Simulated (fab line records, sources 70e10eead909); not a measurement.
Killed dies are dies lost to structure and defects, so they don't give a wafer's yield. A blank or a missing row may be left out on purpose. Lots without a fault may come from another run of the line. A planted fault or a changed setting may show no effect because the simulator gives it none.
Chamber matching | flow nand_harc | NHARC_A_M0_DESCUM_14 on rie_diel-07: 4 sister chambers
The step chemistry O2, time 3 s. 4 wafers are shown with their chamber, then 10 later ones without.

WAFERS WITH THEIR CHAMBER
wafer  | chamber | oes_product_au (a.u.)
L078.6 | 3       | 1.013
L087.1 | 1       | 1.004
L091.2 | 2       | 1.006
L091.5 | 0       | 1.007

WAFERS WITHOUT THEIR CHAMBER
wafer  | oes_product_au (a.u.)
L091.6 | 1.019
L092.2 | 1.009
L092.3 | 1.013
L092.4 | 1.005
L094.2 | 1.010
L094.3 | 1.016
L094.5 | 1.003
L096.1 | 0.990
L096.2 | 0.983
L096.4 | 0.997

WHICH CHAMBER EACH WENT THROUGH
wafer  | from the rows above               | in truth
L091.6 | can't be placed: 3 or 0 or 2 or 1 | 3
L092.2 | can't be placed: 0 or 2 or 3 or 1 | 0
L092.3 | can't be placed: 3 or 0 or 2 or 1 | 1
L092.4 | can't be placed: 1 or 2 or 0 or 3 | 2
L094.2 | can't be placed: 3 or 0 or 2 or 1 | 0
L094.3 | can't be placed: 3 or 0 or 2 or 1 | 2
L094.5 | can't be placed: 1 or 2 or 0 or 3 | 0
L096.1 | can't be placed: 1 or 2 or 0 or 3 | 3
L096.2 | can't be placed: 1 or 2 or 0 or 3 | 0
L096.4 | can't be placed: 1 or 2 or 0 or 3 | 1
Placed correctly: 0 of 10. Can't be placed from these rows: 10 (the true chamber is among the candidates in 10). Placed wrongly: 0.
How it was worked out, from the rows above alone: a wafer's distance from a chamber is the root of the sum, over the readings, of the square of ((its reading less the chamber's mean) divided by the reading's scatter). The wafer belongs to the nearest chamber; if the next one is less than 2 further off, it can't be placed. A chamber's mean is the mean of its shown wafers. The scatter: with one shown wafer a chamber, the root of the mean of the squares of how far each hidden wafer lies from its nearest shown one.
